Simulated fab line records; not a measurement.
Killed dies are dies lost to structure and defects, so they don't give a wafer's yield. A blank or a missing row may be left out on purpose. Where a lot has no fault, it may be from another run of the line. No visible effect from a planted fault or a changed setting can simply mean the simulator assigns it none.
Split-lot study | flow n5_finfet | route with 1938 steps; 7 lots, 39 wafers read

## THE SPLIT ITSELF
At N5_BEOL_M2_ILD_DEP_00 (deposits SiOC from DEMS/O2, target thk 79 nm, time 15.3 s), the setting time_s was moved away from the recipe's 15.3 s on 15 of the 39 wafers read, by -48.3% to +59.9%. The other wafers ran this setting at the recipe's value.

The file shows no step between the split and the reading.

## THE READING
M2_ILD_THK (nm), taken at N5_BEOL_M2_THK_MEAS_01. Fault-free wafers of this fab line usually give 79.2 nm, standard deviation 1 nm.

wafer  | tool, chamber at the split | time_s as run, s | against the recipe | M2_ILD_THK, nm | against lot-mates on the recipe
L080.1 | pecvd-02, 1                | 15.3             | recipe             | 78.3           | -
L080.2 | pecvd-02, 2                | 15.3             | recipe             | 77.7           | -
L080.3 | pecvd-02, 1                | 15.3             | recipe             | 78.3           | -
L081.1 | pecvd-03, 1                | 15.3             | recipe             | 79.0           | -
L081.2 | pecvd-03, 2                | 21.45            | +40.2%             | 109.1          | +30.0
L081.3 | pecvd-03, 0                | 15.3             | recipe             | 78.5           | -
L081.4 | pecvd-03, 2                | 15.3             | recipe             | 79.8           | -
L081.5 | pecvd-03, 1                | 21.45            | +40.2%             | 110.7          | +31.6
L081.6 | pecvd-03, 0                | 21.45            | +40.2%             | 111.0          | +31.9
L083.1 | pecvd-02, 1,0              | 7.912            | -48.3%             | 40.6           | -38.0
L083.2 | pecvd-02, 2                | 15.3             | recipe             | 77.8           | -
L083.3 | pecvd-02, 0                | 7.912            | -48.3%             | 39.7           | -38.9
L083.4 | pecvd-02, 1                | 15.3             | recipe             | 78.0           | -
L083.5 | pecvd-02, 1,0              | 7.912            | -48.3%             | 40.6           | -38.0
L083.6 | pecvd-02, 2                | 15.3             | recipe             | 80.0           | -
L086.1 | pecvd-03, 0                | 15.3             | recipe             | 78.1           | -
L086.2 | pecvd-03, 2                | 15.3             | recipe             | 78.9           | -
L086.3 | pecvd-03, 1                | 15.3             | recipe             | 78.9           | -
L086.4 | pecvd-03, 1,0              | 15.3             | recipe             | 80.1           | -
L086.5 | pecvd-03, 1,0              | 15.3             | recipe             | 80.1           | -
L086.6 | pecvd-03, 2                | 15.3             | recipe             | 79.5           | -
L087.1 | pecvd-01, 0                | 9.597            | -37.3%             | 49.2           | -29.4
L087.2 | pecvd-01, 1                | 9.597            | -37.3%             | 48.8           | -29.8
L087.3 | pecvd-01, 1                | 15.3             | recipe             | 79.0           | -
L087.4 | pecvd-01, 0                | 9.597            | -37.3%             | 48.3           | -30.3
L087.5 | pecvd-01, 0                | 15.3             | recipe             | 78.1           | -
L087.6 | pecvd-01, 1                | 15.3             | recipe             | 78.8           | -
L089.1 | pecvd-03, 0                | 22.96            | +50.1%             | 117.9          | +37.5
L089.2 | pecvd-03, 2                | 15.3             | recipe             | 78.9           | -
L089.3 | pecvd-03, 1                | 15.3             | recipe             | 79.9           | -
L089.4 | pecvd-03, 1                | 22.96            | +50.1%             | 119.6          | +39.2
L089.5 | pecvd-03, 2                | 22.96            | +50.1%             | 119.4          | +39.0
L089.6 | pecvd-03, 0                | 15.3             | recipe             | 82.3           | -
L090.1 | pecvd-02, 1                | 15.3             | recipe             | 77.8           | -
L090.2 | pecvd-02, 0                | 15.3             | recipe             | 77.1           | -
L090.3 | pecvd-02, 2                | 24.47            | +59.9%             | 125.2          | +47.3
L090.4 | pecvd-02, 0                | 24.47            | +59.9%             | 126.1          | +48.2
L090.5 | pecvd-02, 2                | 24.47            | +59.9%             | 126.7          | +48.8
L090.6 | pecvd-02, 1                | 15.3             | recipe             | 78.8           | -
Where a row lists several chambers, the file gives one row for several wafers and doesn't say which wafer went through which chamber.

THE FIT
A straight line over all 39 wafers: M2_ILD_THK changes by +0.794 nm for each +1% of time_s; r = +1.00; the points scatter about the line by 0.99 nm.
The same after taking each lot's own level away (the mean of its wafers on the recipe; 39 wafers): +0.79 nm for each +1%; r = +1.00; scatter 0.85 nm.
On that fit, the largest move of time_s shifts the reading by 47 nm.
From 77.90 to 80.37 nm: that is the span of the lots' own levels, equal to 2.5 times the standard deviation above.
Consequently the slope shifts little with the lot-to-lot level, the two slopes agreeing.
Check: with one of the wafers moved furthest among these (+59.9%) left out of the fit, the line predicts +47.3 nm for it against its lot-mates. Against them it came out at +47.3 nm.

## THE OTHER SPLITS THESE WAFERS WENT THROUGH
These wafers also went through other splits before the reading. Each is held against what the fit with the lots' levels taken away leaves over:
other split on the same wafers            | wafers away from the commonest value | r with M2_ILD_THK (lot level and that fit taken away)
N5_BEOL_M0_TRENCH_ETCH_107 target_depth_a | 18                                   | -0.06

## THE WHOLE CHAIN: every reading that the file lists as answering this split, in the file's order
step                   | what it does                                              | reading                                                                            | change (the file's fit)              | r (the file's)
N5_BEOL_M2_ILD_DEP_00  | deposits SiOC from DEMS/O2, target thk 79 nm, time 15.3 s | SiOC_of_BEOL_M2_ILD_DEP_00.thk_nm (the simulator's own value, which no gauge read) | +0.79 nm for each +1% of the setting | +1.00
N5_BEOL_M2_THK_MEAS_01 |                                                           | M2_ILD_THK                                                                         | +0.79 for each +1% of the setting    | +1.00

## FILE'S OWN FIT
M2_ILD_THK changes by +0.79 nm for each +1% of time_s, r = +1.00.
